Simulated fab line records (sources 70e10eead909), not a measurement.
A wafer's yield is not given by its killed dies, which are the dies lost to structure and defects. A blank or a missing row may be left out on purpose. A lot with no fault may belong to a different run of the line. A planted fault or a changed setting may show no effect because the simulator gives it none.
Check for tools in common	flow nand-harc	39 wafers sampled across 13 lots

== WHY IT WAS OPENED ==
Flagged at NHARC_A_CONTACT_CD_MEAS_69: reading cd-nm, on 2 of 13 lots. Fault-free wafers read 200.0 nm, with a standard deviation of 0.64.
Rule: flag the lot when none of its wafers has a number, or when each of its wafers that has one lies beyond 4 standard deviations from that mean. All remaining lots are regarded as sound.

lot	measured	on	cd-nm (nm), wafer by wafer	flag
L893	day 16 21:44	cd-sem-01	201.0 200.3 201.3	
L894	day 17 00:34	cd-sem-02	199.9 200.6 200.1	
L895	day 17 02:18	cd-sem-03	200.2 199.6 198.8	
L896	day 18 03:29	cd-sem-03	199.7 200.1 199.7	
L898	day 18 15:43	cd-sem-01	199.9 199.8 198.9	
L900	day 18 16:51	cd-sem-02	199.9 200.9 199.5	
L899	day 18 18:16	cd-sem-03	199.2 198.8 198.9	
L901	day 19 08:40	cd-sem-01	200.1 200.3 200.5	
L902	day 19 14:25	cd-sem-02	200.0 199.9 199.5	
L905	day 19 18:24	cd-sem-01	199.8 199.4 199.2	
L904	day 20 03:34	cd-sem-01	200.4 200.4 200.6	
L908	day 20 21:33	cd-sem-01	185.3 184.9 184.7	FLAGGED
L914	day 22 00:04	cd-sem-02	187.5 188.4 188.0	FLAGGED
On average the flagged lots' numbers are 186.5 nm, which is -13.5 nm against the usual, or -21 standard deviations.

== LOT BY LOT: THE TOOL USED ==
The record holds 3 process steps before the reading, out of a route of 1159 steps. Read each cell as the tool, then ch plus the chambers that the sampled wafers visited, then the start.
lot	flag	NHARC_A_CONTACT_ETCH_112	NHARC_A_CONTACT_ETCH_120	NHARC_A_CONTACT_EXPOSE_66
L893		har-cap-etch-01 ch 0,1, day 16 13:20	har-cap-etch-01 ch 0,1, day 16 14:04	arfi-scanner-02 ch 0, day 16 21:35
L894		har-cap-etch-03 ch 0,1, day 16 18:28	har-cap-etch-03 ch 0,1, day 16 19:11	arfi-scanner-02 ch 0, day 17 00:26
L895		har-cap-etch-02 ch 0,1, day 16 17:50	har-cap-etch-02 ch 0,1, day 16 18:34	arfi-scanner-02 ch 0, day 17 02:10
L896		har-cap-etch-01 ch 0,1, day 17 19:49	har-cap-etch-01 ch 0,1, day 17 20:47	arfi-scanner-01 ch 0, day 18 03:22
L898		har-cap-etch-01 ch 0,1, day 18 07:25	har-cap-etch-01 ch 0,1, day 18 08:09	arfi-scanner-02 ch 0, day 18 15:35
L900		har-cap-etch-03 ch 0,1, day 18 10:02	har-cap-etch-03 ch 0,1, day 18 11:00	arfi-scanner-02 ch 0, day 18 16:43
L899		har-cap-etch-01 ch 0,1, day 18 13:03	har-cap-etch-01 ch 0,1, day 18 13:47	arfi-scanner-03 ch 0, day 18 18:07
L901		har-cap-etch-01 ch 0,1, day 19 02:51	har-cap-etch-01 ch 0,1, day 19 03:35	arfi-scanner-02 ch 0, day 19 08:31
L902		har-cap-etch-02 ch 0,1, day 19 08:53	har-cap-etch-02 ch 0,1, day 19 09:37	arfi-scanner-01 ch 0, day 19 14:17
L905		har-cap-etch-03 ch 0,1, day 19 11:15	har-cap-etch-03 ch 0,1, day 19 11:59	arfi-scanner-02 ch 0, day 19 18:16
L904		har-cap-etch-01 ch 0,1, day 19 22:22	har-cap-etch-01 ch 0,1, day 19 23:05	arfi-scanner-02 ch 0, day 20 03:26
L908	FLAGGED	har-cap-etch-02 ch 0,1, day 20 12:16	har-cap-etch-02 ch 0,1, day 20 12:59	arfi-scanner-02 ch 0, day 20 21:25
L914	FLAGGED	har-cap-etch-02 ch 0,1, day 21 18:22	har-cap-etch-02 ch 0,1, day 21 19:05	arfi-scanner-02 ch 0, day 21 23:55
What is done by these steps:
- NHARC_A_CONTACT_ETCH_112: etches the open film in C4F8/O2/Ar, time 94 s, target depth 922 nm.
- NHARC_A_CONTACT_ETCH_120: etches the open film in C4F8/O2/Ar, time 94 s, target depth 922 nm.
- NHARC_A_CONTACT_EXPOSE_66: exposes mask A CC 2.
- NHARC_A_CONTACT_CD_MEAS_69: target cd 200 nm.

== FLAGGED AGAINST TOTAL, ONE TOOL AT A TIME (gauges that did the reading follow at the end) ==
step	tool	lots run	flagged	share of the flagged lots	sound lots run after its first flagged lot
NHARC_A_CONTACT_ETCH_112	har-cap-etch-01	6	0	none	-
NHARC_A_CONTACT_ETCH_112	har-cap-etch-02	4	2	all	0
NHARC_A_CONTACT_ETCH_112	har-cap-etch-03	3	0	none	-
NHARC_A_CONTACT_ETCH_120	har-cap-etch-01	6	0	none	-
NHARC_A_CONTACT_ETCH_120	har-cap-etch-02	4	2	all	0
NHARC_A_CONTACT_ETCH_120	har-cap-etch-03	3	0	none	-
NHARC_A_CONTACT_EXPOSE_66	arfi-scanner-01	2	0	none	-
NHARC_A_CONTACT_EXPOSE_66	arfi-scanner-02	10	2	all	0
NHARC_A_CONTACT_EXPOSE_66	arfi-scanner-03	1	0	none	-
NHARC_A_CONTACT_CD_MEAS_69	cd-sem-01	6	1	some	0
NHARC_A_CONTACT_CD_MEAS_69	cd-sem-02	4	1	some	0
NHARC_A_CONTACT_CD_MEAS_69	cd-sem-03	3	0	none	-

== WHAT IS ALLOWED BY THE TABLE ==
3 rows of the table ran every flagged lot: har-cap-etch-02 at NHARC_A_CONTACT_ETCH_112, har-cap-etch-02 at NHARC_A_CONTACT_ETCH_120, arfi-scanner-02 at NHARC_A_CONTACT_EXPOSE_66.
- har-cap-etch-02 at NHARC_A_CONTACT_ETCH_112 ran 4 lots, 2 of them flagged. Its last sound lot is L902 (day 19 08:53), its first flagged lot L908 (day 20 12:16): a fault that began between those two fits.
- har-cap-etch-02 at NHARC_A_CONTACT_ETCH_120 ran 4 lots, 2 of them flagged. Its last sound lot is L902 (day 19 09:37), its first flagged lot L908 (day 20 12:59): a fault that began between those two fits.
- arfi-scanner-02 at NHARC_A_CONTACT_EXPOSE_66 ran 10 lots, 2 of them flagged. Its last sound lot is L904 (day 20 03:26), its first flagged lot L908 (day 20 21:25): a fault that began between those two fits. Its own readings lie more than 4 standard deviations out on every wafer of the flagged lots: exposure-dose-mJ-cm2.
Counting lots can't tell these 2 tools apart, because each fits a fault that began at some hour. More lots, or a look at what each step does to the wafer, might.

== WHAT THE SIMULATOR PUT IN ==
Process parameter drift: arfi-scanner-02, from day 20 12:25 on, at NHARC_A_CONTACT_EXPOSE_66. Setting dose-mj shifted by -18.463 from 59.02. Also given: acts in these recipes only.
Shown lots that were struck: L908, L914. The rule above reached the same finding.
